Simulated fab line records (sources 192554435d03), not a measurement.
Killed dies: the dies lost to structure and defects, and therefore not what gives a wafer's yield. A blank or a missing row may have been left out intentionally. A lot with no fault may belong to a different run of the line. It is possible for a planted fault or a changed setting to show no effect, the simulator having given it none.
Lot-split experiment -- flow n5-finfet -- 7 lots, 21 wafers read, on a route of 1938 steps

ON THE SPLIT
At N5_BEOL_M0_ETCH_128 (etches SiCN in CF4/N2, target depth 12 nm, overetch 5.1 nm, time 21.4 s), the setting source-w was moved away from the recipe's 430 W on 10 of the 21 wafers read, by -15.0% to +15.1%. This setting was run at the recipe's value on the other wafers.

Reading taken at the split's own step.

THE READING
rf-vpp-V, in V, at N5_BEOL_M0_ETCH_128 (etches SiCN in CF4/N2, target depth 12 nm, overetch 5.1 nm, time 21.4 s). Typical for fault-free wafers on this fab line: 382.3 V, with standard deviation 1.5 V.

wafer,"tool, chamber at the split","source-w as run, W",against the recipe,"rf-vpp-V, V",against lot-mates on the recipe
L077.4,"rie-diel-01, 2",495,+15.1%,363.8,-18.0
L077.5,"rie-diel-01, 1",495,+15.1%,365.7,-16.1
L077.6,"rie-diel-01, 2",430,recipe,381.8,-
L081.1,"rie-diel-01, 3",430,recipe,383.4,-
L081.5,"rie-diel-01, 0",481.4,+12.0%,367.1,-16.4
L081.6,"rie-diel-01, 3",430,recipe,383.6,-
L083.3,"rie-diel-01, 3",365.4,-15.0%,406.4,+25.5
L083.4,"rie-diel-01, 2",430,recipe,380.6,-
L083.6,"rie-diel-01, 2",430,recipe,381.1,-
L084.4,"rie-diel-04, 2",430,recipe,383.2,-
L084.5,"rie-diel-04, 0",430,recipe,383.4,-
L084.6,"rie-diel-04, 1",430,recipe,383.2,-
L088.2,"rie-diel-01, 0",397.3,-7.6%,391.0,+8.5
L088.5,"rie-diel-01, 0",397.3,-7.6%,390.6,+8.1
L088.6,"rie-diel-01, 1",430,recipe,382.5,-
L093.2,"rie-diel-01, 0",430,recipe,380.1,-
L093.3,"rie-diel-01, 3",430,recipe,382.1,-
L093.5,"rie-diel-01, 2",469.8,+9.3%,369.5,-11.6
L097.2,"rie-diel-01, 2",381.3,-11.3%,396.9,no lot-mate on the recipe
L097.4,"rie-diel-01, 2",381.3,-11.3%,395.6,no lot-mate on the recipe
L097.5,"rie-diel-01, 1",381.3,-11.3%,399.3,no lot-mate on the recipe

THE FIT
A straight line over all 21 wafers: rf-vpp-V changes by -1.29 V for each +1% of source-w; r = -0.99; the points scatter about the line by 1.7 V.
The same after taking each lot's own level away (the mean of its wafers on the recipe; 18 wafers): -1.3 V for each +1%; r = -0.98; scatter 1.9 V.
On that fit, the largest move of source-w shifts the reading by 20 V.
Across the lots, their own levels run from 380.85 to 383.50 V, a range of 1.8 times the standard deviation given above.
Hence the lot-to-lot level has little effect on the slope; both slopes agree.
Check: for one of the wafers moved furthest among these (+15.1%), held out of the fit, the line's prediction against its lot-mates is -19.7 V. Against them it came out at -18 V.
Tool readings at the split's step, against how far the setting was moved: rf-vpp-V r = -0.99.

OTHER SPLITS ON THESE WAFERS
Note: prior to the reading, these wafers also went through further splits. Each is held against what the fit with the lots' levels taken away leaves over:
other split on the same wafers,wafers away from the commonest value,r with rf-vpp-V (lot level and that fit taken away)
N5_BEOL_M0_SAQP_ETCH_107 bias-w,6,-0.34
N5_BEOL_M0_SAQP_SPACER2_ALD_26 target-thk-a,12,-0.29

THE FILE'S OWN FIT
rf-vpp-V changes by -1.36 V for each +1% of source-w, r = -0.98.
